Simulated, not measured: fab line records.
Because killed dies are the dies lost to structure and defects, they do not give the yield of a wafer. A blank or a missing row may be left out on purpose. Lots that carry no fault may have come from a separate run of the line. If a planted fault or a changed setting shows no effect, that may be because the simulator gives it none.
fab line records    flow n5_finfet
record: lots: 6  wafers: 16  last_day: 16
route steps=1938 shown SD_EPI_N@285 SD_EPI_P@295
lots that met no fault: from a run of the same line without faults
start_h: the number of hours between the record's first day and the start of the first shown wafer of the lot    wait_h: how many hours have passed since the lot's step before this one    " the same as in the row above    L1.1+2: a row that stands for several wafers    - value missing, or start not given    * or withheld: withheld    < > ~ a bound
route shown NAME@n: NAME is a module with steps in the file, n the number in the route of the first one    usual: average and standard deviation across the fault-free wafers    same: alike in all rows    chamber/n: place in a boat    sites: per-site readings    _std_site: standard deviation across them    _edge_site: mean of outer sites minus mean of inner sites    radius_mm: for every site, how far away it sits from the centre of the wafer    mask NAME#n: copy n    behind: tool/chamber where the wafer was last shaped    hold: cause of the lot's hold/its duration in hours/its outcome    device: transistor that didn't switch, given as n, p or np    end of line: tests run on the same wafers once the route is complete    where a step has no rows: the recipe by itself    killed: count of dies lost to structure and defects at first sort (not the wafer's yield)    map: a wafer's dies, marking killed ones x, the rest . and places with no die _
set.NAME: setting as actually run; set.NAME@STEP: the setting as run at that earlier step    model.NAME: the simulator's own value behind a step, which no gauge read
lots at some steps of the route; a table a step, a row a wafer
services: a tool's chamber out of use, with start hour (start_h, from the record's first day; less than 0 if before it), hours out, and reason
== steps ==
step: N5_SD_EPI_N_SRD_20
recipe: dry: ipa_marangoni  do_ppb: 5  time_s: 30  temp_c: 23  rinse_liquid: diw
step: N5_SD_EPI_N_PRECLEAN_48
recipe: chemistry: NF3:NH3  afs_cycles: 2  temp_c: 30  time_s: 20  sublimation_temp_c: 180  sublimation_time_s: 60  pressure_torr: 3  rf_power_w: 30
step: N5_SD_EPI_N_VAPOR_ETCH_50
recipe: chemistry: HCl  target: Si  temp_c: 775  time_s: 54  pressure_torr: 20  mode: isotropic
usual: lamp_inner_pct: 19.5/1.4  throttle_valve_pct: 11.75/0.25
lot.wafer  tool          chamber  start_h  wait_h  lamp_inner_pct  throttle_valve_pct
L203.1     epi_rpcvd-02  0        56.42    0.4     20.7            11.60
L203.2     "             0        "        "       21.0            11.83
L203.3     "             0        "        "       21.0            12.48
L205.1     epi_rpcvd-03  0        69.20    0.3     18.8            11.26
L205.2     "             0        "        "       18.9            11.57
L207.4     epi_rpcvd-02  0        81.43    0.2     21.0            11.72
L207.5     "             0        "        "       21.0            11.83
L214.1     epi_rpcvd-01  0        122.16   0.3     18.0            11.44
L214.4     "             0        "        "       18.0            11.51
L214.5     "             0        "        "       17.8            11.58
L224.1     epi_rpcvd-02  0        182.29   0.4     21.1            11.98
L224.2     "             0        "        "       20.7            11.84
L224.3     "             0        "        "       20.8            11.94
L225.1     epi_rpcvd-03  0        192.97   0.3     18.7            11.59
L225.3     "             0        "        "       18.9            11.41
L225.5     "             0        "        "       18.9            11.45
step: N5_SD_EPI_N_EPI_21
recipe: material: Si:P  dopant: P  temp_c: 680  pressure_torr: 255  time_s: 690
step: N5_SD_EPI_N_EPI_MEAS_23
recipe: mode: xrd
usual: thk_nm: 59.0/1.2
lot.wafer  tool           chamber  start_h  wait_h  thk_nm
L203.1     film_metro-02  -        58.94    1.9     57.7
L203.2     "              -        "        "       58.2
L203.3     "              -        "        "       59.8
L205.1     film_metro-01  -        71.10    1.4     59.3
L205.2     "              -        "        "       58.6
L207.4     film_metro-01  -        83.24    0.6     59.6
L207.5     "              -        "        "       59.8
L214.1     film_metro-02  -        124.06   1.4     59.1
L214.4     "              -        "        "       58.3
L214.5     "              -        "        "       57.5
L224.1     film_metro-01  -        184.81   1.9     59.1
L224.2     "              -        "        "       57.2
L224.3     "              -        "        "       57.5
L225.1     film_metro-02  -        194.87   1.4     60.4
L225.3     "              -        "        "       62.0
L225.5     "              -        "        "       60.3
step: N5_SD_EPI_N_PRECLEAN_24
recipe: chemistry: O3/DIW  time_s: 60  temp_c: 22  o3_ppm: 10
step: N5_SD_EPI_N_SRD_25
recipe: time_s: 30  temp_c: 23  rinse_liquid: diw  dry: ipa_marangoni
step: N5_SD_EPI_N_PRECLEAN_49
recipe: chemistry: NF3:NH3  afs_cycles: 1  temp_c: 30  time_s: 20  sublimation_temp_c: 180  sublimation_time_s: 60  pressure_torr: 3  rf_power_w: 30
step: N5_SD_EPI_N_LINER_46
recipe: material: SiNx  target_thk_a: 30  temp_c: 400  ald_precursor_family: SiH2I2  ald_co_reactant: N2/H2-plasma  pressure_torr: 2
usual: heater_power_outer_w: 520/41  heater_power_w: 840/72
lot.wafer  tool        chamber  start_h  wait_h  heater_power_outer_w  heater_power_w
L203.1     ald_sin-02  3        59.84    0.8     515                   853
L203.2     "           0        "        "       502                   816
L203.3     "           2        "        "       507                   838
L205.1     ald_sin-02  3        71.52    0.3     516                   841
L205.2     "           0        "        "       520                   834
L207.4     ald_sin-02  3        84.05    0.6     512                   825
L207.5     "           2        "        "       501                   856
L214.1     ald_sin-03  1        124.36   0.2     616                   1025
L214.4     "           2        "        "       524                   844
L214.5     "           2        "        "       498                   857
L224.1     ald_sin-04  2        185.14   0.2     426                   744
L224.2     "           0        "        "       489                   799
L224.3     "           1        "        "       490                   809
L225.1     ald_sin-02  0        195.17   0.2     514                   821
L225.3     "           1        "        "       527                   807
L225.5     "           2        "        "       499                   833
step: N5_SD_EPI_N_INSPECT_26
recipe: inspect_instrument: darkfield  mode: post_epi
usual: raw_defect_count: 195/41
lot.wafer  tool               chamber  start_h  wait_h  raw_defect_count
L203.1     defect_inspect-01  -        60.09    0.1     175
L203.2     "                  -        "        "       248
L203.3     "                  -        "        "       231
L205.1     defect_inspect-02  -        71.77    0.1     178
L205.2     "                  -        "        "       148
L207.4     defect_inspect-02  -        84.31    0.1     141
L207.5     "                  -        "        "       97
L214.1     defect_inspect-01  -        124.61   0.1     166
L214.4     "                  -        "        "       190
L214.5     "                  -        "        "       189
L224.1     defect_inspect-02  -        185.39   0.1     181
L224.2     "                  -        "        "       186
L224.3     "                  -        "        "       171
L225.1     defect_inspect-02  -        195.42   0.1     157
L225.3     "                  -        "        "       180
L225.5     "                  -        "        "       135
step: N5_SD_EPI_P_COAT_34
recipe: resist: SOC  temp_c: 250  time_s: 60  spin_rpm: 1500  resist_thk_nm: 350
step: N5_SD_EPI_P_COAT_35
recipe: resist: SiARC  temp_c: 220  time_s: 60  spin_rpm: 1500  resist_thk_nm: 35
step: N5_SD_EPI_P_COAT_03
recipe: resist: CAR-ArF-block  spin_rpm: 1500  resist_thk_nm: 150
usual: resist_line_temp_C: 22.99/0.1  spin_speed_rpm: 1499.9/1.1
lot.wafer  tool            chamber  start_h  wait_h  resist_line_temp_C  spin_speed_rpm  model.CAR-ArF-block_of_SD_EPI_P_COAT_03.thk_nm
L203.1     litho_track-03  0        60.12    -       22.98               1500.5          151
L203.2     "               0        "        "       22.90               1499.5          150.6
L203.3     "               0        "        "       22.82               1498.7          151.2
L205.1     litho_track-04  0        71.81    -       23.01               1501.0          150.4
L205.2     "               0        "        "       22.89               1501.2          150
L207.4     litho_track-03  0        84.34    -       23.02               1500.2          150.2
L207.5     "               0        "        "       22.93               1498.6          149.8
L214.1     litho_track-03  0        124.65   -       22.89               1500.7          149.4
L214.4     "               0        "        "       22.87               1500.5          149.6
L214.5     "               0        "        "       22.85               1501.2          149.8
L224.1     litho_track-04  0        185.43   -       23.03               1677.1          142.8
L224.2     "               0        "        "       23.01               1675.0          142.8
L224.3     "               0        "        "       22.98               1676.9          143
L225.1     litho_track-04  0        195.46   -       22.95               1676.0          142
L225.3     "               0        "        "       23.04               1674.9          142.8
L225.5     "               0        "        "       22.93               1676.0          142.8
step: N5_SD_EPI_P_EBR_05
recipe: solvent: PGMEA  ebr_width_mm: 1.5
step: N5_SD_EPI_P_SOFTBAKE_04
recipe: temp_c: 110  time_s: 60  resist: CAR-ArF-block
step: N5_SD_EPI_P_EXPOSE_06
recipe: mask_id: SD_P_BLK  na: 1.35  source_shape: conventional  sigma_outer: 0.8  polarization: unpolarized  target_cd_nm: 240  dose_mj: 39.5
step: N5_SD_EPI_P_PEB_07
recipe: peb_temp_c: 110  peb_time_s: 60  resist: CAR-ArF-block
step: N5_SD_EPI_P_DEVELOP_08
recipe: develop_time_s: 30  developer: TMAH  resist: CAR-ArF-block  dev_temp_c: 23  rinse_liquid: diw  dry: air_spin
step: N5_SD_EPI_P_CD_MEAS_09
recipe: target_cd_nm: 240  landing_energy_ev: 500  detector: se_inlens
usual: cd_nm: 239.8/0.98
same: landing_energy_ev: 500
lot.wafer  tool       chamber  start_h  wait_h  cd_nm
L203.1     cd_sem-02  0        60.48    -       240.6
L203.2     "          0        "        "       240.6
L203.3     "          0        "        "       242.4
L205.1     cd_sem-01  0        72.17    -       239.9
L205.2     "          0        "        "       239.4
L207.4     cd_sem-03  0        84.71    -       239.1
L207.5     "          0        "        "       240.6
L214.1     cd_sem-01  0        125.01   -       239.9
L214.4     "          0        "        "       239.3
L214.5     "          0        "        "       240.7
L224.1     cd_sem-01  0        185.79   -       241.1
L224.2     "          0        "        "       242.4
L224.3     "          0        "        "       241.4
L225.1     cd_sem-02  0        195.70   -       241.0
L225.3     "          0        "        "       238.1
L225.5     "          0        "        "       239.0
step: N5_SD_EPI_P_OVL_MEAS_10
recipe: points_per_wafer: 44
usual: SD_P_BLK_OVL: -0.3/0.7
lot.wafer  tool        chamber  start_h  wait_h  SD_P_BLK_OVL[nm]
L203.1     overlay-01  0        60.51    0.0     0.1
L203.2     "           0        "        "       -1.4
L203.3     "           0        "        "       -0.2
L205.1     overlay-01  0        72.20    0.0     -0.9
L205.2     "           0        "        "       -0.8
L207.4     overlay-02  0        84.74    0.0     -0.2
L207.5     "           0        "        "       1.4
L214.1     overlay-01  0        125.04   0.0     0.7
L214.4     "           0        "        "       0.2
L214.5     "           0        "        "       0.1
L224.1     overlay-01  0        185.82   0.0     -0.6
L224.2     "           0        "        "       -1.3
L224.3     "           0        "        "       -2.0
L225.1     overlay-01  0        195.73   0.0     -1.3
L225.3     "           0        "        "       -0.5
L225.5     "           0        "        "       0.0
step: N5_SD_EPI_P_INSPECT_11
recipe: mode: adi  inspect_instrument: macro
usual: raw_defect_count: 2.0/1.5
lot.wafer  tool               chamber  start_h  wait_h  raw_defect_count
L203.1     defect_inspect-02  -        60.54    0.0     3
L203.2     "                  -        "        "       1
L203.3     "                  -        "        "       1
L205.1     defect_inspect-02  -        72.22    0.0     2
L205.2     "                  -        "        "       4
L207.4     defect_inspect-01  -        84.76    0.0     3
L207.5     "                  -        "        "       1
L214.1     defect_inspect-01  -        125.07   0.0     2
L214.4     "                  -        "        "       3
L214.5     "                  -        "        "       2
L224.1     defect_inspect-01  -        185.84   0.0     1
L224.2     "                  -        "        "       5
L224.3     "                  -        "        "       1
L225.1     defect_inspect-01  -        195.75   0.0     2
L225.3     "                  -        "        "       2
L225.5     "                  -        "        "       4
step: N5_SD_EPI_P_DESCUM_14
recipe: chemistry: O2  time_s: 7.9  source_power_w: 50  bias_power_w: 20  pressure_mtorr: 20  rf_frequency_hz: 2.712e+07  temp_c: 40  resist: CAR-ArF-block  o2_flow_sccm: 225
usual: drypump_motor_current_A: 5.6/0.52  o2_flow_sccm: 225.1/0.69  oes_product_au: 0.78/0.09  rf_vpp_V: 242.7/1.5  showerhead_plenum_p_Torr: 2.07/0.085  throttle_valve_pct: 20.51/0.23
lot.wafer  tool         chamber  start_h  wait_h  drypump_motor_current_A  o2_flow_sccm  oes_product_au  rf_hours_counter_h  rf_vpp_V  showerhead_plenum_p_Torr  throttle_valve_pct
L203.1     rie_diel-02  1        60.57    0.0     5.5                      225.7         0.74            194                 243.3     2.09                      20.89
L203.2     "            2        "        "       5.7                      224.8         0.90            38                  242.2     2.04                      20.37
L203.3     "            0        "        "       5.7                      224.8         0.77            104                 240.5     1.95                      20.69
L205.1     rie_diel-03  2        72.26    0.0     5.3                      224.1         0.95            8                   242.1     2.06                      20.51
L205.2     "            0        "        "       5.9                      225.1         0.71            180                 242.5     2.19                      20.37
L207.4     rie_diel-03  3        84.81    0.0     6.4                      225.4         0.72            -                   241.8     1.99                      20.54
L207.5     "            2        "        "       5.3                      225.3         0.93            -                   242.4     2.06                      20.51
L214.1     rie_diel-02  3        125.22   0.1     6.0                      226.1         0.67            240                 242.8     2.14                      20.45
L214.4     "            2        "        "       5.7                      225.7         0.87            57                  242.7     2.03                      20.39
L214.5     "            1        "        "       5.5                      225.5         0.72            -                   242.6     2.08                      20.92
L224.1     rie_diel-03  3        186.01   0.2     6.5                      225.0         0.70            234                 241.5     1.98                      20.56
L224.2     "            2        "        "       5.3                      225.3         0.86            46                  242.8     2.05                      20.56
L224.3     "            1        "        "       5.0                      225.2         0.88            29                  242.8     2.22                      20.12
L225.1     rie_diel-03  2        196.26   0.5     5.3                      225.4         0.86            50                  241.8     2.05                      20.56
L225.3     "            1        "        "       5.0                      224.5         0.88            34                  245.0     2.22                      20.16
L225.5     "            3        "        "       6.5                      225.5         0.70            -                   240.0     1.98                      20.58
step: N5_SD_EPI_P_ETCH_36
recipe: chemistry: CF4  target: SiARC  target_depth_a: 455  mask_material: CAR-ArF-block  time_s: 75.8  ion_energy_ev: 80  pressure_mtorr: 40  source_w: 545  bias_w: 36  Ar_flow_sccm: 100  cf4_flow_sccm: 100  ends: cleared
usual: cf4_flow_sccm: 100.05/0.27  drypump_motor_current_A: 5.6/0.52  etch_rf_on_time_s: 77.3/2.6  oes_product_au: 0.66/0.076  rf_vpp_V: 183.9/1.4  showerhead_plenum_p_Torr: 2.12/0.086  throttle_valve_pct: 15.69/0.23
lot.wafer  tool         chamber  start_h  wait_h  cf4_flow_sccm  drypump_motor_current_A  etch_rf_on_time_s  oes_product_au  rf_hours_counter_h  rf_vpp_V  showerhead_plenum_p_Torr  throttle_valve_pct  model.CAR-ArF-block_of_SD_EPI_P_COAT_03.thk_nm
L203.1     rie_diel-02  1        60.61    0.0     100.14         5.4                      76.8               0.61            194                 184.1     2.13                      15.99               112
L203.2     "            2        "        "       100.52         5.6                      75.9               0.76            38                  183.9     2.09                      15.44               111.6
L203.3     "            0        "        "       100.42         5.7                      78.7               0.65            104                 182.3     2.01                      15.86               112.2
L205.1     rie_diel-03  2        72.29    0.0     99.85          5.3                      76.8               0.78            8                   183.7     2.09                      15.51               111.6
L205.2     "            0        "        "       100.09         5.9                      76.9               0.60            180                 185.1     2.23                      15.61               111
L207.4     rie_diel-03  3        84.86    0.0     99.79          6.5                      78.7               0.60            -                   183.5     2.04                      15.68               111
L207.5     "            2        "        "       99.82          5.3                      77.3               0.77            -                   184.2     2.09                      15.54               110.6
L214.1     rie_diel-02  3        125.25   0.0     99.86          6.0                      82.3               0.57            240                 185.8     2.21                      15.75               110.4
L214.4     "            2        "        "       99.59          5.7                      75.0               0.75            57                  183.2     2.08                      15.49               110.4
L214.5     "            1        "        "       100.15         5.4                      76.5               0.60            -                   184.3     2.12                      16.05               110.8
L224.1     rie_diel-03  3        186.04   0.0     100.09         6.5                      79.0               0.58            234                 183.8     2.03                      15.74               103.8
L224.2     "            2        "        "       100.21         5.3                      78.6               0.71            46                  183.4     2.08                      15.60               103.8
L224.3     "            1        "        "       100.40         5.0                      77.3               0.75            29                  185.3     2.27                      15.31               104
L225.1     rie_diel-03  2        196.29   0.0     99.73          5.2                      77.7               0.71            50                  185.8     2.08                      15.59               103
L225.3     "            1        "        "       100.53         5.0                      77.3               0.73            34                  185.8     2.27                      15.29               103.6
L225.5     "            3        "        "       99.98          6.5                      78.1               0.58            -                   181.7     2.03                      15.75               103.8
step: N5_SD_EPI_P_ETCH_37
recipe: chemistry: N2/H2  target: SOC  overetch_a: 1080  mask_material: SiARC  temp_c: 40  ion_energy_ev: 100  source_w: 3000  bias_w: 133  pressure_mtorr: 20  time_s: 486  n2_flow_sccm: 200  h2_flow_sccm: 200  ends: end_point
usual: drypump_motor_current_A: 5.6/0.52  oes_product_au: 0.70/0.073  rf_vpp_V: 240.3/1.6  showerhead_plenum_p_Torr: 2.51/0.1  throttle_valve_pct: 23.8/0.33
lot.wafer  tool         chamber  start_h  wait_h  drypump_motor_current_A  oes_product_au  rf_hours_counter_h  rf_vpp_V  showerhead_plenum_p_Torr  throttle_valve_pct
L203.1     rie_diel-02  1        60.66    0.0     5.5                      0.64            194                 239.9     2.50                      24.1
L203.2     "            2        "        "       5.7                      0.80            39                  240.1     2.46                      23.8
L203.3     "            0        "        "       5.7                      0.70            104                 237.4     2.37                      24.4
L205.1     rie_diel-03  2        72.35    0.0     5.3                      0.83            8                   239.7     2.49                      23.6
L205.2     "            0        "        "       6.0                      0.64            180                 242.2     2.64                      23.5
L207.4     rie_diel-03  3        85.04    0.2     6.4                      0.64            -                   239.4     2.41                      23.6
L207.5     "            2        "        "       5.2                      0.82            -                   240.0     2.49                      23.6
L214.1     rie_diel-02  3        125.31   0.0     6.0                      0.62            240                 243.9     2.62                      23.9
L214.4     "            2        "        "       5.6                      0.78            57                  240.5     2.45                      23.8
L214.5     "            1        "        "       5.5                      0.64            -                   239.0     2.50                      24.1
L224.1     rie_diel-03  3        186.10   0.0     6.4                      0.63            234                 239.6     2.40                      23.7
L224.2     "            2        "        "       5.2                      0.77            46                  240.0     2.47                      23.6
L224.3     "            1        "        "       5.0                      0.80            29                  240.5     2.71                      23.7
L225.1     rie_diel-03  2        196.35   0.0     5.2                      0.76            50                  238.6     2.47                      23.6
L225.3     "            1        "        "       5.0                      0.79            34                  241.7     2.71                      23.7
L225.5     "            3        "        "       6.5                      0.62            -                   238.7     2.39                      23.6
== services ==
tool          chamber  start_h  hours  kind
epi_rpcvd-03  -        33.33    0.6    repair
ald_sin-03    -        37.19    1.9    repair
rie_diel-03   -        48.55    2.8    pm
ald_sin-03    -        51.05    1.7    repair
rie_diel-03   -        51.49    0.5    repair
rie_diel-03   1        68.41    -      clean
rie_diel-03   1        68.41    -      consumable_replace:focus_ring
rie_diel-03   1        68.41    -      consumable_replace:showerhead
rie_diel-03   1        68.41    23.2   scheduled_down
rie_diel-03   1        68.41    23.2   vent_cycle
ald_sin-02    2        70.99    11.1   repair
ald_sin-04    -        85.53    14.0   pm
ald_sin-04    0        85.53    14.0   vent_cycle
ald_sin-04    1        85.53    14.0   vent_cycle
ald_sin-02    -        102.55   2.8    pm
rie_diel-03   0        115.96   8.9    repair
ald_sin-03    0        149.07   8.7    repair
rie_diel-02   3        159.07   -      clean
rie_diel-02   3        159.07   -      consumable_replace:focus_ring
rie_diel-02   3        159.07   16.3   scheduled_down
rie_diel-02   3        159.07   16.3   vent_cycle
epi_rpcvd-01  -        164.46   2.8    pm
ald_sin-03    -        164.77   4.3    pm
ald_sin-03    -        176.75   14.0   pm
== key ==
first_sign: step: N5_SD_EPI_P_COAT_03  reading: spin_speed_rpm  direction: up  sigmas: 99+  usual: *  struck: *
effect none on later readings
model_effect: step: N5_SD_EPI_P_COAT_03  value: CAR-ArF-block_of_SD_EPI_P_COAT_03.thk_nm  without: 150.8  struck: 142.7
model_effect: step: N5_SD_EPI_P_ETCH_36  value: CAR-ArF-block_of_SD_EPI_P_COAT_03.thk_nm  without: 111.7  struck: 103.7
met_at N5_SD_EPI_P_COAT_03
struck_wafers L224.1,L224.2,L224.3,L225.1,L225.3,L225.5
rows_end L224.1,L224.2,L224.3,L225.1,L225.3,L225.5
onset_between 71.81 185.43
earlier_fault: kind: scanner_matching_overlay  tool: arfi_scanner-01  chamber: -  onset_h: 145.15  steps: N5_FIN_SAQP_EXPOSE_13  offset: 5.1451
fault: kind: process_parameter_drift  tool: litho_track-04  chamber: -  onset_h: 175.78  steps: N5_SD_EPI_P_COAT_03  channel: spin_rpm  offset: *  shape: step  acts_in: *  stated: *
rows_end: these wafers met a further fault down the route, and their rows from its step on are left out
